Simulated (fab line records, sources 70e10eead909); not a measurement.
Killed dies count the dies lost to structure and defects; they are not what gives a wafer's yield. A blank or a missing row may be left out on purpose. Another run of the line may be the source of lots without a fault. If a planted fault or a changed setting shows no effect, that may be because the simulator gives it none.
Tool commonality check | flow nand harc | 3 lots, 9 wafers sampled

== WHY IT WAS OPENED ==
On 3 of the 3 lots, a flag is raised at NHARC_END_SORT_01 on the reading killed at periphery. Wafers without a fault read 4.0, standard deviation 2.7.
Rule: a lot is flagged when every wafer of it that has a number lies more than 4 standard deviations from that mean, or none has a number. As for the other lots, they are considered sound.

lot  | measured     | on        | killed at periphery, wafer by wafer | flag
L565 | day 29 14:22 | prober-02 | 617 623 638                         | FLAGGED
L566 | day 30 19:33 | prober-02 | 590 597 612                         | FLAGGED
L567 | day 31 03:23 | prober-01 | 615 622 610                         | FLAGGED
Averaged over the flagged lots the numbers come to 613.8, +609.8 from the usual (+99 or more standard deviations).

== LOT BY LOT: THE TOOL USED ==
3 process steps preceding the reading are held in the record, out of 1302 steps in the route. Cell contents, in order: the tool; ch with the chambers the sampled wafers went through; the start.
lot  | flag    | NHARC_P_ZERO_WELL_ETCH_62                    | NHARC_P_ZERO_WELL_IMPLANT_58 | NHARC_P_STI_ETCH_42
L565 | FLAGGED | rie diel-13 ch 1,2, day 6 23:14 or earlier   | implanter-01, day 6 23:14    | no row
L566 | FLAGGED | rie diel-13 ch 1,2,3, day 7 09:20 or earlier | implanter-01, day 7 09:20    | no row
L567 | FLAGGED | rie diel-05 ch 0,2, day 7 19:19 or earlier   | implanter-02, day 7 19:19    | no row
What these steps do:
- NHARC_P_ZERO_WELL_ETCH_62: etches the open film in CHF3/Ar, target depth 13 nm, time 6.5 s.
- NHARC_P_ZERO_WELL_IMPLANT_58
- NHARC_P_STI_ETCH_42: etches the open film in N2/H2, target depth 80 nm, overetch 24 nm, time 61 s.
- NHARC_END_SORT_01

== FLAGGED OVER TOTAL, TOOL BY TOOL (the gauges that took the reading come last) ==
step                         | tool         | lots run | flagged | share of the flagged lots | sound lots run after its first flagged lot
NHARC_P_ZERO_WELL_ETCH_62    | rie diel-05  | 1        | 1       | some                      | 0
NHARC_P_ZERO_WELL_ETCH_62    | rie diel-13  | 2        | 2       | some                      | 0
NHARC_P_ZERO_WELL_IMPLANT_58 | implanter-01 | 2        | 2       | some                      | 0
NHARC_P_ZERO_WELL_IMPLANT_58 | implanter-02 | 1        | 1       | some                      | 0
NHARC_END_SORT_01            | prober-01    | 1        | 1       | some                      | 0
NHARC_END_SORT_01            | prober-02    | 2        | 2       | some                      | 0
Because NHARC_P_ZERO_WELL_ETCH_62 lacks a start for some lots, the hours and order of its lots are taken from NHARC_P_ZERO_WELL_IMPLANT_58.

== WHAT THE TABLE ALLOWS ==
No row of the table ran every flagged lot.

== WHAT THE SIMULATOR PUT IN ==
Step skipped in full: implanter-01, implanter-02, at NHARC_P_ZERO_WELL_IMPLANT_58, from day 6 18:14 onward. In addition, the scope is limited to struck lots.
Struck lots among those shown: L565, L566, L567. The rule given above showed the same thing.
